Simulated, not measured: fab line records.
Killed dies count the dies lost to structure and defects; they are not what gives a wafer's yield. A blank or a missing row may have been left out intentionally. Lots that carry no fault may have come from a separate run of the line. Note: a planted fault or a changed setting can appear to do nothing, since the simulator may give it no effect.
Matching of chambers	flow nand harc	NHARC_A_STAIRCASE_DESCUM_252 on rie diel-06: 4 sister chambers
The step chemistry O2, time 3 s. 4 wafers are shown with their chamber, then 9 later ones without.

## WAFERS, EACH WITH ITS CHAMBER
wafer	chamber	showerhead plenum p Torr (Torr)
L083.2	3	1.81
L083.4	2	2.07
L083.5	1	1.86
L083.6	0	1.81

## WAFERS WHOSE CHAMBER IS MISSING
wafer	showerhead plenum p Torr (Torr)
L087.1	1.85
L087.3	1.81
L087.6	1.81
L088.2	1.81
L088.5	2.07
L088.6	1.85
L095.1	2.06
L095.2	1.80
L095.4	1.80

## THE CHAMBER EACH PASSED THROUGH
wafer	from the rows above	in truth
L087.1	1	1
L087.3	can't be placed: 0 or 3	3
L087.6	can't be placed: 0 or 3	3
L088.2	can't be placed: 0 or 3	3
L088.5	2	2
L088.6	1	1
L095.1	2	2
L095.2	can't be placed: 0 or 3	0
L095.4	can't be placed: 0 or 3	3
Correctly placed: 4 of 9. Unplaceable from these rows: 5, with the true chamber sitting among the candidates in 5. 0 placed wrongly.
How it was worked out, from the rows above alone: a wafer's distance from a chamber is the root of the sum, over the readings, of the square of ((its reading less the chamber's mean) divided by the reading's scatter). The wafer belongs to the nearest chamber; if the next one is less than 2 further off, it can't be placed. Each chamber's mean is taken over the wafers shown for it. The scatter: root of mean squared gap, hidden wafer to nearest shown wafer, with one shown wafer a chamber.
